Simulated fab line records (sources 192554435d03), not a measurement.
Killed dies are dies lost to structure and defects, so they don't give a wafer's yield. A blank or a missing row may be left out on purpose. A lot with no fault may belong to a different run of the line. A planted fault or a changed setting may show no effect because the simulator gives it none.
Chamber matching -- flow n5 finfet -- cmp-01 running N5_BEOL_M15_CMP_49: 4 sister chambers
The step polishes, stops on SiO2, t overpolish 4.9 s, target thk 850 nm. 4 wafers are shown with their chamber, then 10 later ones without.

== WAFERS, EACH WITH ITS CHAMBER ==
wafer,chamber,motor current A (A)
L085.4,0,8.7
L087.3,2,7.4
L089.1,3,7.4
L089.2,1,10.3

== WAFERS WITH NO CHAMBER GIVEN ==
wafer,motor current A (A)
L089.4,8.9
L093.2,7.5
L093.3,10.7
L093.4,8.4
L094.4,7.3
L094.5,8.3
L094.6,7.6
L095.1,7.5
L095.4,10.4
L095.5,7.9

== WHICH CHAMBER EACH WENT THROUGH ==
wafer,from the rows above,in truth
L089.4,0,0
L093.2,can't be placed: 2 or 3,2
L093.3,1,1
L093.4,0,0
L094.4,can't be placed: 2 or 3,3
L094.5,can't be placed: 0 or 2 or 3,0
L094.6,can't be placed: 2 or 3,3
L095.1,can't be placed: 2 or 3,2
L095.4,1,1
L095.5,can't be placed: 2 or 3 or 0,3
4 of 10 placed correctly. Can't be placed from these rows: 6 (the true chamber is among the candidates in 6). Wrongly placed: 0.
How it was worked out, from the rows above alone: a wafer's distance from a chamber is the root of the sum, over the readings, of the square of ((its reading less the chamber's mean) divided by the reading's scatter). The wafer belongs to the nearest chamber; if the next one is less than 2 further off, it can't be placed. The mean given for a chamber averages the wafers shown for that chamber. The scatter (one wafer shown for each chamber): square how far every hidden wafer sits from the nearest shown wafer, average those squares and take the square root.
